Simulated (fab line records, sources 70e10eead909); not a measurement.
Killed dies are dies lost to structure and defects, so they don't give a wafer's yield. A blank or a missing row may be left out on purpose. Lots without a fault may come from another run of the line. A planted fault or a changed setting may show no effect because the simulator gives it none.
fab line records | flow nand_harc
record lots=24 wafers=72 last_day=33
route steps=1302 shown A_STAIRCASE@675
lots that met no fault: from a run of the same line without faults
start_h: hours from the record's first day to the start of the lot's first wafer shown | wait_h: hours since the lot's step before | " the same as in the row above | L1.1+2: a row that stands for several wafers | - no value, or no start given | * or withheld: withheld | < > ~ a bound
route shown NAME@n: a module of which the file shows steps, and the number in the route of the first | usual: mean/standard deviation of fault-free wafers | same: alike in all rows | chamber/n: place in a boat | sites: the reading at each site | _std_site: their standard deviation | _edge_site: outer sites' mean less inner sites' | radius_mm: how far each site lies from the wafer's centre | mask NAME#n: copy n | behind: the tool/chamber that last shaped the wafer | hold: why the lot was held/for how many hours/how that ended | device: the transistor (n, p or np) that didn't switch | end of line: the same wafers' tests at the end of the route | a step without rows: its recipe alone | killed: dies lost to structure and defects at the first sort, not the wafer's yield | map: a wafer's dies, x killed, . not, _ none there
set.NAME: the setting as run; set.NAME@STEP: as run at that earlier step | model.NAME: the simulator's own value behind a step, which no gauge read
steps of the route over a sample of lots; a table a step, a row a wafer
services: from which hour (start_h, from the record's first day; less than 0 if before it) a tool's chamber was out of use, for how many hours, and why
## steps
# step NHARC_A_STAIRCASE_ETCH_19
# recipe target_depth_a=1000 time_s=40.5 ion_energy_ev=400 c4f8_flow_sccm=20 o2_flow_sccm=10 ar_flow_sccm=withheld rf_w=600 bias_w=1000 chemistry=C4F8/O2
# usual oes_product_au=0.942/0.012 rf_vpp_V=895/5.9
# columns lot.wafer tool chamber start_h wait_h oes_product_au rf_hours_counter_h rf_vpp_V
L074.2 rie_diel-03 1 - - 0.953 20 886
L074.1 " 0 " " 0.958 20 891
L074.6 " 0 " " 0.960 - 891
L075.4 rie_diel-13 0 - - 0.948 1 894
L075.3 " 2 " " 0.967 1 892
L075.2 " 3 " " 0.943 1 905
L076.2 rie_diel-03 0 - - 0.958 26 892
L076.1 " 2 " " 0.944 28 896
L076.5 " 0 " " 0.955 - 892
L077.4 rie_diel-13 1 - - 0.940 8 894
L077.2 " 3 " " 0.937 11 905
L077.6 " 2 " " 0.946 - 890
L079.2 rie_diel-13 0 - - 0.945 12 894
L079.1 " 2 " " 0.938 15 892
L079.5 " 0 " " 0.948 - 894
L078.2 rie_diel-13 0 - - 0.961 12 895
L078.3 " 1 " " 0.923 12 893
L078.6 " 3 " " 0.927 - 904
L080.3 rie_diel-11 0 - - 0.951 48 905
L080.5 " 3 " " 0.942 - 906
L080.6 " 0 " " 0.949 - 903
L081.3 rie_diel-03 1 - - 0.937 32 887
L081.1 " 3 " " 0.955 18 899
L081.6 " 1 " " 0.937 - 889
L082.3 rie_diel-13 2 - - 0.941 43 892
L082.1 " 1 " " 0.938 43 891
L082.5 " 2 " " 0.954 - 891
L083.1 rie_diel-13 2 - - 0.945 44 892
L083.2 " 0 " " 0.945 36 892
L083.5 " 2 " " 0.941 - 892
L085.3 rie_diel-13 1 - - 0.928 46 891
L085.6 " 2 " " 0.933 - 890
L085.5 " 3 " " 0.945 - 904
L084.3 rie_diel-13 2 - - 0.952 46 891
L084.5 " 0 " " 0.966 - 893
L084.6 " 1 " " 0.959 - 892
L086.3 rie_diel-03 1 - - 0.943 6 886
L086.2 " 3 " " 0.957 6 896
L086.6 " 0 " " 0.945 - 890
L087.1 rie_diel-13 0 - - 0.943 50 893
L087.6 " 3 " " 0.947 - 904
L087.5 " 0 " " 0.950 - 893
L089.4 rie_diel-11 2 - - 0.950 16 893
L089.1 " 3 " " 0.929 16 904
L089.3 " 0 " " 0.947 16 903
L088.6 rie_diel-03 1 - - 0.945 - 886
L088.4 " 3 " " 0.943 - 898
L088.5 " 0 " " 0.936 - 891
L090.3 rie_diel-03 2 - - 0.935 2 897
L090.2 " 0 " " 0.927 17 889
L090.6 " 2 " " 0.937 - 898
L091.3 rie_diel-13 3 - - 0.930 1 904
L091.2 " 1 " " 0.925 1 890
L091.6 " 3 " " 0.926 - 904
L092.1 rie_diel-03 0 - - 0.958 28 891
L092.6 " 0 " " 0.951 - 889
L092.5 " 1 " " 0.938 - 887
L093.2 rie_diel-11 3 - - 0.946 34 904
L093.3 " 0 " " 0.945 33 902
L093.5 " 3 " " 0.934 - 905
L094.3 rie_diel-03 0 - - 0.962 30 890
L094.1 " 1 " " 0.938 30 886
L094.6 " 2 " " 0.949 - 896
L095.1 rie_diel-11 2 - - 0.939 38 890
L095.4 " 1 " " 0.910 39 893
L095.5 " 2 " " 0.930 - 891
L096.3 rie_diel-11 0 - - 0.942 47 902
L096.1 " 1 " " 0.921 44 893
L096.4 " 2 " " 0.944 43 890
L097.4 rie_diel-03 3 - - 0.946 36 899
L097.2 " 0 " " 0.931 38 890
L097.5 " 3 " " 0.946 - 897
# step NHARC_A_STAIRCASE_ETCH_192
# recipe target_depth_a=1000 time_s=40.5 ion_energy_ev=400 c4f8_flow_sccm=20 o2_flow_sccm=10 ar_flow_sccm=withheld rf_w=600 bias_w=1000 chemistry=C4F8/O2
# usual oes_product_au=0.941/0.011 rf_vpp_V=895/6.1
# columns lot.wafer tool chamber start_h wait_h oes_product_au rf_hours_counter_h rf_vpp_V
L074.1 rie_diel-11 0 - - 0.950 29 905
L074.2 " 1 " " 0.928 33 895
L074.6 " 2 " " 0.951 - 893
L075.3 rie_diel-11 1 - - 0.943 34 895
L075.2 " 2 " " 0.961 34 893
L075.4 " 3 " " 0.937 31 906
L076.2 rie_diel-13 0 - - 0.944 7 893
L076.1 " 2 " " 0.948 9 892
L076.5 " 0 " " 0.955 - 895
L077.4 rie_diel-11 2 - - 0.963 40 890
L077.2 " 3 " " 0.956 37 905
L077.6 " 2 " " 0.965 - 891
L079.2 rie_diel-11 2 - - 0.960 48 890
L079.1 " 3 " " 0.935 46 905
L079.5 " 1 " " 0.945 - 895
L078.3 rie_diel-11 3 - - 0.946 46 904
L078.2 " 1 " " 0.931 46 894
L078.6 " 0 " " 0.951 - 905
L080.3 rie_diel-03 1 - - 0.949 32 888
L080.6 " 0 " " 0.958 - 892
L080.5 " 3 " " 0.956 - 899
L081.1 rie_diel-11 3 - - 0.950 53 905
L081.3 " 2 " " 0.963 55 891
L081.6 " 0 " " 0.959 - 904
L082.3 rie_diel-11 1 - - 0.947 5 893
L082.1 " 0 " " 0.948 3 904
L082.5 " 2 " " 0.947 - 892
L083.1 rie_diel-03 1 - - 0.938 43 887
L083.2 " 3 " " 0.953 28 898
L083.5 " 1 " " 0.933 - 885
L085.3 rie_diel-11 0 - - 0.944 5 903
L085.6 " 2 " " 0.944 - 891
L085.5 " 3 " " 0.938 - 904
L084.3 rie_diel-13 0 - - 0.960 40 893
L084.6 " 1 " " 0.924 - 893
L084.5 " 2 " " 0.935 - 891
L086.2 rie_diel-03 1 - - 0.942 7 886
L086.3 " 3 " " 0.954 7 899
L086.6 " 1 " " 0.944 - 888
L087.1 rie_diel-03 3 - - 0.930 13 898
L087.6 " 3 " " 0.934 - 897
L087.5 " 1 " " 0.922 - 887
L089.3 rie_diel-03 3 - - 0.950 13 898
L089.1 " 0 " " 0.931 13 890
L089.4 " 0 " " 0.941 - 891
L088.4 rie_diel-13 3 - - 0.939 62 902
L088.5 " 0 " " 0.952 - 893
L088.6 " 1 " " 0.926 - 893
L090.3 rie_diel-03 0 - - 0.951 17 890
L090.2 " 3 " " 0.961 17 899
L090.6 " 0 " " 0.948 - 891
L091.3 rie_diel-11 3 - - 0.911 34 904
L091.2 " 0 " " 0.935 33 903
L091.6 " 1 " " 0.924 - 893
L092.1 rie_diel-13 2 - - 0.944 4 890
L092.5 " 2 " " 0.939 - 889
L092.6 " 3 " " 0.929 - 903
L093.2 rie_diel-13 1 - - 0.927 4 892
L093.3 " 3 " " 0.925 5 904
L093.5 " 1 " " 0.930 - 891
L094.1 rie_diel-13 2 - - 0.945 8 888
L094.3 " 1 " " 0.938 7 893
L094.6 " 2 " " 0.940 - 890
L095.1 rie_diel-13 2 - - 0.943 17 889
L095.4 " 3 " " 0.941 19 904
L095.5 " 2 " " 0.934 - 891
L096.4 rie_diel-03 3 - - 0.949 35 898
L096.3 " 1 " " 0.935 38 887
L096.1 " 2 " " 0.927 21 896
L097.2 rie_diel-11 0 - - 0.943 51 901
L097.4 " 1 " " 0.923 50 893
L097.5 " 0 " " 0.931 - 903
# step NHARC_A_STAIRCASE_TRIM_196
# recipe time_s=211.2 o2_flow_sccm=500 ar_flow_sccm=0 bias_w=0 chemistry=O2
# usual drypump_motor_current_A=5.6/0.55 oes_product_au=1.001/0.01 rf_vpp_V=57.7/0.94 showerhead_plenum_p_Torr=3.49/0.16 throttle_valve_pct=17.036/0.0092
# columns lot.wafer tool chamber start_h wait_h drypump_motor_current_A oes_product_au rf_hours_counter_h rf_vpp_V showerhead_plenum_p_Torr throttle_valve_pct
L074.2 rie_diel-13 2 360.36 0.1 5.6 0.998 4 57.6 3.41 17.035
L074.1 " 1 " " 4.8 0.991 3 57.3 3.45 17.027
L074.6 " 2 " " 5.6 0.996 - 58.1 3.41 17.036
L075.2 rie_diel-13 0 360.54 0.1 6.5 0.998 3 57.6 3.46 17.022
L075.4 " 2 " " 5.6 0.991 5 58.0 3.41 17.056
L075.3 " 3 " " 5.3 0.995 5 59.0 3.81 17.040
L076.2 rie_diel-03 0 374.42 0.1 5.4 1.004 27 59.6 3.39 17.037
L076.1 " 1 " " 4.7 1.013 28 55.7 3.29 17.031
L076.5 " 2 " " 5.9 0.999 - 57.2 3.56 17.024
L077.2 rie_diel-03 1 382.35 0.1 4.7 1.012 29 57.9 3.29 17.021
L077.6 " 0 " " 5.4 1.008 - 57.2 3.39 17.040
L077.4 " 1 " " 4.7 1.010 - 57.6 3.29 17.037
L079.2 rie_diel-11 1 399.23 0.1 6.3 1.004 47 58.3 3.49 17.030
L079.1 " 3 " " 6.3 0.992 46 57.7 3.78 17.049
L079.5 " 2 " " 5.3 1.021 - 57.8 3.41 17.040
L078.3 rie_diel-11 2 399.39 0.2 5.3 1.005 49 58.8 3.41 17.046
L078.2 " 3 " " 6.2 1.000 46 57.7 3.78 17.033
L078.6 " 1 " " 6.3 1.003 - 58.1 3.49 17.024
L080.3 rie_diel-03 1 418.63 0.1 4.7 1.008 33 56.6 3.29 17.045
L080.6 " 3 " " 5.8 1.020 - 58.1 3.60 17.038
L080.5 " 0 " " 5.4 1.013 - 58.2 3.39 17.045
L081.1 rie_diel-03 3 419.12 0.1 5.9 1.016 19 57.2 3.60 17.032
L081.3 " 0 " " 5.4 1.009 33 57.2 3.39 17.030
L081.6 " 1 " " 4.7 1.001 - 56.7 3.29 17.054
L082.1 rie_diel-03 0 449.80 0.1 5.5 1.012 43 56.5 3.39 17.050
L082.3 " 3 " " 5.9 1.021 27 57.1 3.60 17.031
L082.5 " 3 " " 5.9 1.019 - 58.1 3.60 17.047
L083.2 rie_diel-11 1 450.70 0.1 6.3 0.990 5 56.9 3.49 17.039
L083.1 " 2 " " 5.3 1.011 5 57.7 3.40 17.028
L083.5 " 0 " " 6.0 1.002 - 58.5 3.74 17.028
L085.3 rie_diel-11 1 459.40 0.1 6.3 0.991 7 57.0 3.49 17.035
L085.6 " 2 " " 5.3 1.013 - 57.4 3.40 17.053
L085.5 " 3 " " 6.2 0.985 - 60.0 3.77 17.015
L084.3 rie_diel-13 2 459.69 0.1 5.6 0.995 47 57.0 3.39 17.040
L084.6 " 3 " " 5.3 1.001 - 60.0 3.78 17.057
L084.5 " 0 " " 6.5 1.007 - 57.8 3.44 17.047
L086.3 rie_diel-11 0 485.04 0.1 6.0 1.012 13 57.5 3.74 17.039
L086.2 " 3 " " 6.2 0.991 13 58.1 3.77 17.018
L086.6 " 0 " " 5.9 1.012 - 57.6 3.74 17.034
L087.1 rie_diel-03 1 499.47 0.1 4.7 0.984 13 59.5 3.28 17.038
L087.5 " 0 " " 5.4 0.992 - 58.9 3.38 17.030
L087.6 " 1 " " 4.7 0.988 - 57.2 3.28 17.012
L089.3 rie_diel-03 0 500.22 0.2 5.5 0.998 14 56.6 3.38 17.025
L089.1 " 1 " " 4.7 0.994 14 58.4 3.28 17.033
L089.4 " 3 " " 5.9 1.003 - 57.4 3.59 17.039
L088.4 rie_diel-03 1 501.81 0.1 4.7 0.992 15 57.5 3.28 17.039
L088.5 " 0 " " 5.4 0.991 - 57.8 3.38 17.028
L088.6 " 1 " " 4.7 0.997 - 57.6 3.28 17.031
L090.2 rie_diel-03 0 512.11 0.1 5.4 1.006 18 56.4 3.38 17.033
L090.3 " 3 " " 5.9 1.007 17 59.1 3.58 17.039
L090.6 " 0 " " 5.4 1.004 - 58.8 3.38 17.031
L091.2 rie_diel-03 1 534.60 0.1 4.7 0.997 27 57.4 3.27 17.030
L091.3 " 0 " " 5.4 1.016 27 56.6 3.37 17.007
L091.6 " 1 " " 4.7 0.993 - 57.3 3.27 17.056
L092.1 rie_diel-11 3 540.48 0.1 6.2 0.983 35 59.5 3.75 17.036
L092.5 " 1 " " 6.3 0.981 - 58.3 3.47 17.030
L092.6 " 2 " " 5.3 1.000 - 56.6 3.39 17.042
L093.2 rie_diel-03 0 541.29 0.1 5.4 1.001 29 56.9 3.37 17.040
L093.3 " 1 " " 4.7 0.987 29 58.0 3.27 17.033
L093.5 " 2 " " 5.8 0.982 - 57.5 3.55 17.026
L094.3 rie_diel-03 2 553.00 0.1 5.8 1.001 15 56.4 3.55 17.047
L094.1 " 0 " " 5.4 1.002 30 56.8 3.37 17.039
L094.6 " 1 " " 4.7 1.008 - 56.7 3.27 17.035
L095.4 rie_diel-03 3 574.09 0.1 5.9 1.009 32 59.6 3.58 17.030
L095.1 " 0 " " 5.5 1.004 33 56.5 3.37 17.039
L095.5 " 3 " " 5.9 0.998 - 56.6 3.58 17.037
L096.1 rie_diel-11 3 582.44 0.1 6.2 0.990 51 56.5 3.75 17.042
L096.3 " 0 " " 6.0 0.997 49 58.4 3.72 17.029
L096.4 " 1 " " 6.3 0.976 48 58.2 3.46 17.020
L097.4 rie_diel-11 0 589.67 0.1 6.0 1.012 51 58.8 3.72 17.050
L097.2 " 3 " " 6.2 0.997 52 59.8 3.74 17.035
L097.5 " 0 " " 6.0 0.999 - 58.6 3.72 17.044
# step NHARC_A_STAIRCASE_ETCH_223
# recipe target_depth_a=1000 time_s=40.5 ion_energy_ev=400 c4f8_flow_sccm=20 o2_flow_sccm=10 ar_flow_sccm=withheld rf_w=600 bias_w=1000 chemistry=C4F8/O2
# usual oes_product_au=0.942/0.011 rf_vpp_V=896/6.1
# columns lot.wafer tool chamber start_h wait_h oes_product_au rf_hours_counter_h rf_vpp_V
L075.4 rie_diel-11 1 - - 0.947 35 895
L075.3 " 2 " " 0.957 35 893
L075.2 " 0 " " 0.939 31 905
L074.2 rie_diel-03 1 - - 0.951 23 886
L074.1 " 2 " " 0.945 26 898
L074.6 " 2 " " 0.924 - 897
L076.1 rie_diel-11 3 - - 0.949 36 905
L076.2 " 0 " " 0.951 35 903
L076.5 " 0 " " 0.951 - 904
L077.2 rie_diel-13 0 - - 0.935 9 893
L077.4 " 1 " " 0.925 9 894
L077.6 " 0 " " 0.945 - 894
L079.1 rie_diel-11 0 - - 0.941 45 904
L079.2 " 2 " " 0.943 51 893
L079.5 " 3 " " 0.937 - 905
L078.2 rie_diel-11 3 - - 0.938 48 904
L078.3 " 1 " " 0.921 48 895
L078.6 " 0 " " 0.941 - 904
L080.3 rie_diel-11 1 - - 0.925 54 895
L080.5 " 0 " " 0.952 - 904
L080.6 " 1 " " 0.942 - 896
L081.3 rie_diel-11 2 - - 0.957 57 892
L081.1 " 0 " " 0.950 52 903
L081.6 " 1 " " 0.936 - 894
L082.3 rie_diel-03 3 - - 0.959 29 898
L082.1 " 0 " " 0.952 44 891
L082.5 " 0 " " 0.956 - 889
L083.1 rie_diel-11 1 - - 0.935 6 895
L083.2 " 2 " " 0.942 6 891
L083.5 " 2 " " 0.954 - 890
L085.3 rie_diel-13 1 - - 0.943 47 893
L085.6 " 2 " " 0.946 - 891
L085.5 " 3 " " 0.954 - 906
L084.3 rie_diel-11 1 - - 0.919 8 894
L084.5 " 0 " " 0.935 - 903
L084.6 " 1 " " 0.923 - 896
L086.3 rie_diel-11 1 - - 0.945 15 894
L086.2 " 0 " " 0.950 15 904
L086.6 " 1 " " 0.929 - 893
L087.1 rie_diel-11 2 - - 0.952 17 891
L087.6 " 0 " " 0.940 - 903
L087.5 " 1 " " 0.929 - 894
L089.4 rie_diel-03 2 - - 0.941 1 896
L089.1 " 3 " " 0.951 15 898
L089.3 " 1 " " 0.950 15 887
L088.4 rie_diel-03 1 - - 0.942 16 886
L088.5 " 1 " " 0.949 - 885
L088.6 " 2 " " 0.936 - 896
L090.2 rie_diel-11 0 - - 0.929 21 904
L090.3 " 1 " " 0.928 22 894
L090.6 " 0 " " 0.926 - 903
L091.2 rie_diel-13 0 - - 0.948 3 892
L091.3 " 2 " " 0.931 3 890
L091.6 " 3 " " 0.944 - 906
L092.1 rie_diel-11 0 - - 0.936 36 903
L092.5 " 1 " " 0.929 - 894
L092.6 " 2 " " 0.950 - 891
L093.3 rie_diel-03 1 - - 0.939 29 887
L093.2 " 2 " " 0.929 14 898
L093.5 " 1 " " 0.952 - 887
L094.1 rie_diel-03 0 - - 0.938 31 889
L094.3 " 3 " " 0.955 31 897
L094.6 " 0 " " 0.942 - 891
L095.1 rie_diel-03 2 - - 0.937 18 898
L095.4 " 3 " " 0.959 33 898
L095.5 " 1 " " 0.937 - 886
L096.3 rie_diel-03 2 - - 0.936 22 896
L096.1 " 3 " " 0.944 36 897
L096.4 " 1 " " 0.953 39 885
L097.4 rie_diel-03 1 - - 0.941 40 886
L097.2 " 2 " " 0.928 23 896
L097.5 " 3 " " 0.928 - 898
# step NHARC_A_STAIRCASE_ETCH_227
# recipe target_depth_a=1000 time_s=40.5 ion_energy_ev=400 c4f8_flow_sccm=20 o2_flow_sccm=10 ar_flow_sccm=withheld rf_w=600 bias_w=1000 chemistry=C4F8/O2
# usual oes_product_au=0.944/0.011 rf_vpp_V=896/6.1
# columns lot.wafer tool chamber start_h wait_h oes_product_au rf_hours_counter_h rf_vpp_V
L075.4 rie_diel-11 0 - - 0.955 31 904
L075.3 " 1 " " 0.943 36 894
L075.2 " 2 " " 0.966 35 893
L074.2 rie_diel-03 0 - - 0.948 24 891
L074.1 " 1 " " 0.950 24 887
L074.6 " 0 " " 0.960 - 891
L076.1 rie_diel-11 0 - - 0.951 36 905
L076.2 " 1 " " 0.942 39 895
L076.5 " 0 " " 0.942 - 904
L077.4 rie_diel-13 3 - - 0.959 12 905
L077.2 " 0 " " 0.964 10 894
L077.6 " 2 " " 0.939 - 891
L079.2 rie_diel-11 2 - - 0.953 51 890
L079.1 " 0 " " 0.967 45 905
L079.5 " 2 " " 0.953 - 890
L078.3 rie_diel-11 0 - - 0.956 45 905
L078.2 " 3 " " 0.931 48 904
L078.6 " 0 " " 0.951 - 904
L080.3 rie_diel-11 3 - - 0.929 55 904
L080.6 " 0 " " 0.945 - 903
L080.5 " 1 " " 0.938 - 894
L081.3 rie_diel-11 3 - - 0.951 55 906
L081.1 " 1 " " 0.947 54 896
L081.6 " 3 " " 0.931 - 904
L082.3 rie_diel-03 3 - - 0.963 29 898
L082.1 " 0 " " 0.952 44 890
L082.5 " 3 " " 0.956 - 899
L083.1 rie_diel-11 0 - - 0.942 4 901
L083.2 " 1 " " 0.941 6 896
L083.5 " 3 " " 0.928 - 905
L085.3 rie_diel-13 1 - - 0.929 47 892
L085.5 " 2 " " 0.931 - 892
L085.6 " 3 " " 0.934 - 907
L084.3 rie_diel-11 2 - - 0.934 9 891
L084.5 " 1 " " 0.931 - 894
L084.6 " 2 " " 0.949 - 892
L086.2 rie_diel-11 0 - - 0.960 15 904
L086.3 " 1 " " 0.953 15 894
L086.6 " 0 " " 0.955 - 904
L087.1 rie_diel-11 2 - - 0.968 17 891
L087.6 " 1 " " 0.931 - 894
L087.5 " 2 " " 0.954 - 890
L089.1 rie_diel-03 2 - - 0.952 1 897
L089.4 " 3 " " 0.950 15 898
L089.3 " 0 " " 0.943 16 890
L088.4 rie_diel-03 3 - - 0.951 16 899
L088.5 " 2 " " 0.930 - 898
L088.6 " 3 " " 0.948 - 899
L090.2 rie_diel-11 3 - - 0.924 21 903
L090.3 " 0 " " 0.935 22 904
L090.6 " 2 " " 0.952 - 893
L091.3 rie_diel-13 1 - - 0.945 3 891
L091.2 " 2 " " 0.951 4 892
L091.6 " 1 " " 0.937 - 893
L092.1 rie_diel-11 2 - - 0.958 33 890
L092.5 " 1 " " 0.946 - 894
L092.6 " 2 " " 0.972 - 891
L093.2 rie_diel-03 3 - - 0.943 29 898
L093.3 " 0 " " 0.932 29 890
L093.5 " 3 " " 0.926 - 897
L094.1 rie_diel-03 1 - - 0.937 31 886
L094.3 " 3 " " 0.950 31 898
L094.6 " 2 " " 0.951 - 898
L095.1 rie_diel-03 3 - - 0.952 33 897
L095.4 " 0 " " 0.939 34 889
L095.5 " 3 " " 0.944 - 898
L096.4 rie_diel-03 1 - - 0.938 39 888
L096.1 " 2 " " 0.919 22 897
L096.3 " 3 " " 0.950 36 898
L097.4 rie_diel-03 1 - - 0.939 40 886
L097.2 " 3 " " 0.941 37 897
L097.5 " 0 " " 0.946 - 889
# step NHARC_A_STAIRCASE_ETCH_232
# recipe target_depth_a=1000 time_s=40.5 ion_energy_ev=400 c4f8_flow_sccm=20 o2_flow_sccm=10 ar_flow_sccm=withheld rf_w=600 bias_w=1000 chemistry=C4F8/O2
# usual oes_product_au=0.947/0.012 rf_vpp_V=896/5.9
# columns lot.wafer tool chamber start_h wait_h oes_product_au rf_hours_counter_h rf_vpp_V
L075.4 rie_diel-13 1 - - 0.932 5 893
L075.3 " 2 " " 0.953 7 891
L075.2 " 0 " " 0.980 5 894
L074.1 rie_diel-11 2 - - 0.965 35 892
L074.2 " 3 " " 0.947 33 904
L074.6 " 0 " " 0.944 - 904
L076.2 rie_diel-03 2 - - 0.951 31 897
L076.1 " 0 " " 0.959 28 892
L076.5 " 1 " " 0.962 - 888
L077.4 rie_diel-11 1 - - 0.963 41 896
L077.2 " 2 " " 0.965 41 892
L077.6 " 2 " " 0.969 - 891
L079.2 rie_diel-03 0 - - 0.955 29 891
L079.1 " 3 " " 0.954 15 899
L079.5 " 3 " " 0.957 - 899
L078.2 rie_diel-11 3 - - 0.937 49 905
L078.3 " 0 " " 0.944 46 904
L078.6 " 3 " " 0.941 - 905
L080.3 rie_diel-03 0 - - 0.963 35 890
L080.6 " 1 " " 0.965 - 887
L080.5 " 0 " " 0.964 - 891
L081.3 rie_diel-11 0 - - 0.959 52 904
L081.1 " 1 " " 0.945 54 895
L081.6 " 2 " " 0.964 - 890
L082.3 rie_diel-03 1 - - 0.940 45 888
L082.1 " 3 " " 0.962 29 899
L082.5 " 0 " " 0.948 - 890
L083.1 rie_diel-11 0 - - 0.952 4 903
L083.2 " 2 " " 0.957 6 892
L083.5 " 3 " " 0.934 - 904
L085.3 rie_diel-13 1 - - 0.940 48 893
L085.6 " 2 " " 0.942 - 891
L085.5 " 3 " " 0.942 - 905
L084.3 rie_diel-13 2 - - 0.926 49 890
L084.6 " 0 " " 0.948 - 892
L084.5 " 1 " " 0.925 - 890
L086.2 rie_diel-11 1 - - 0.948 16 894
L086.3 " 3 " " 0.939 15 904
L086.6 " 0 " " 0.969 - 904
L087.1 rie_diel-13 3 - - 0.925 63 904
L087.6 " 2 " " 0.943 - 890
L087.5 " 3 " " 0.934 - 905
L089.4 rie_diel-11 1 - - 0.927 18 894
L089.1 " 2 " " 0.959 17 891
L089.3 " 3 " " 0.934 18 903
L088.4 rie_diel-03 3 - - 0.943 16 899
L088.6 " 2 " " 0.937 - 897
L088.5 " 3 " " 0.944 - 898
L090.2 rie_diel-13 3 - - 0.946 67 904
L090.3 " 0 " " 0.963 57 892
L090.6 " 0 " " 0.971 - 893
L091.2 rie_diel-11 0 - - 0.947 34 903
L091.3 " 2 " " 0.956 31 892
L091.6 " 0 " " 0.944 - 903
L092.1 rie_diel-11 1 - - 0.922 33 893
L092.5 " 2 " " 0.947 - 891
L092.6 " 3 " " 0.924 - 903
L093.2 rie_diel-03 2 - - 0.940 14 897
L093.3 " 1 " " 0.936 29 887
L093.5 " 2 " " 0.941 - 896
L094.1 rie_diel-03 2 - - 0.941 16 897
L094.3 " 3 " " 0.953 31 898
L094.6 " 2 " " 0.946 - 896
L095.1 rie_diel-11 1 - - 0.938 44 892
L095.4 " 2 " " 0.964 44 891
L095.5 " 1 " " 0.922 - 893
L096.4 rie_diel-03 0 - - 0.935 39 889
L096.3 " 1 " " 0.930 39 887
L096.1 " 2 " " 0.919 22 896
L097.2 rie_diel-11 1 - - 0.930 51 893
L097.4 " 2 " " 0.960 51 891
L097.5 " 3 " " 0.946 - 903
## services
# columns tool chamber start_h hours kind
rie_diel-11 0 335.93 9.7 repair
rie_diel-03 3 337.30 47.2 repair
rie_diel-11 1 338.60 - clean
rie_diel-11 2 338.60 - clean
rie_diel-11 3 338.60 - clean
rie_diel-13 - 343.02 9.0 pm
rie_diel-11 0 363.10 - clean
rie_diel-11 1 363.10 - clean
rie_diel-11 2 363.10 - clean
rie_diel-11 3 363.10 - clean
rie_diel-03 - 382.87 19.8 repair
rie_diel-11 0 387.60 - clean
rie_diel-11 1 406.30 4.6 repair
rie_diel-03 - 407.22 0.5 repair
rie_diel-11 0 412.92 1.2 repair
rie_diel-13 0 414.23 11.1 repair
rie_diel-11 - 432.72 9.0 pm
rie_diel-03 - 458.48 9.0 pm
rie_diel-11 0 477.13 5.4 repair
rie_diel-11 - 480.17 0.7 repair
rie_diel-11 2 485.48 1.2 repair
rie_diel-13 - 520.02 9.0 pm
rie_diel-11 0 544.89 2.9 repair
rie_diel-03 - 565.19 7.5 repair
## key
fault none
